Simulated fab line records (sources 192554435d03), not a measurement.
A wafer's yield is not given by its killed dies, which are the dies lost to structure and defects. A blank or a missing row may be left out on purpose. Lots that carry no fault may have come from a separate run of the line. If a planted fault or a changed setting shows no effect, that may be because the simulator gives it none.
Matching of chambers + flow n5Finfet + 3 sister chambers for N5_BEOL_M0_SAQP_PECVD_96 on pecvd-04
The step deposits a-Si from SiH4/He, target thk 45 nm, time 45.2 s. 6 wafers are shown with their chamber, then 10 later ones without.

## EACH WAFER AND ITS CHAMBER
| wafer  | chamber | showerheadPlenumPTorr (Torr) | throttleValvePct (%) |
|--------|---------|------------------------------|----------------------|
| L083.5 | 0       | 5.67                         | 18.9                 |
| L084.6 | 1       | 5.66                         | 18.1                 |
| L085.4 | 0       | 5.65                         | 19.0                 |
| L085.6 | 2       | 5.60                         | 18.0                 |
| L088.1 | 1       | 5.66                         | 18.6                 |
| L088.2 | 2       | 5.59                         | 18.2                 |

## WAFERS WITH NO CHAMBER GIVEN
| wafer  | showerheadPlenumPTorr (Torr) | throttleValvePct (%) |
|--------|------------------------------|----------------------|
| L088.4 | 5.67                         | 18.5                 |
| L093.2 | 5.66                         | 18.7                 |
| L093.3 | 5.60                         | 18.5                 |
| L093.4 | 5.64                         | 18.8                 |
| L094.1 | 5.60                         | 18.5                 |
| L094.4 | 5.67                         | 18.3                 |
| L094.5 | 5.65                         | 18.7                 |
| L095.2 | 5.66                         | 18.3                 |
| L095.4 | 5.66                         | 18.6                 |
| L095.6 | 5.67                         | 18.1                 |

## THE CHAMBER EACH PASSED THROUGH
| wafer  | from the rows above     | in truth |
|--------|-------------------------|----------|
| L088.4 | can't be placed: 1 or 0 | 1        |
| L093.2 | can't be placed: 0 or 1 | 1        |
| L093.3 | 2                       | 2        |
| L093.4 | can't be placed: 0 or 1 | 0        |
| L094.1 | 2                       | 2        |
| L094.4 | can't be placed: 1 or 0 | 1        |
| L094.5 | can't be placed: 0 or 1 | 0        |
| L095.2 | 1                       | 1        |
| L095.4 | can't be placed: 1 or 0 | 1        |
| L095.6 | 1                       | 1        |
Correctly placed: 4 of 10. Can't be placed from these rows: 6 (the true chamber is among the candidates in 6). 0 placed wrongly.
How it was worked out, from the rows above alone: a wafer's distance from a chamber is the root of the sum, over the readings, of the square of ((its reading less the chamber's mean) divided by the reading's scatter). If the next closest chamber is less than 2 further off than the closest, the wafer can't be placed; otherwise it belongs to the closest. Each chamber's mean is taken over the wafers shown for it. The scatter: the root of (the sum of the squares of (reading less its chamber's mean) over the shown wafers, divided by (wafers less chambers)).
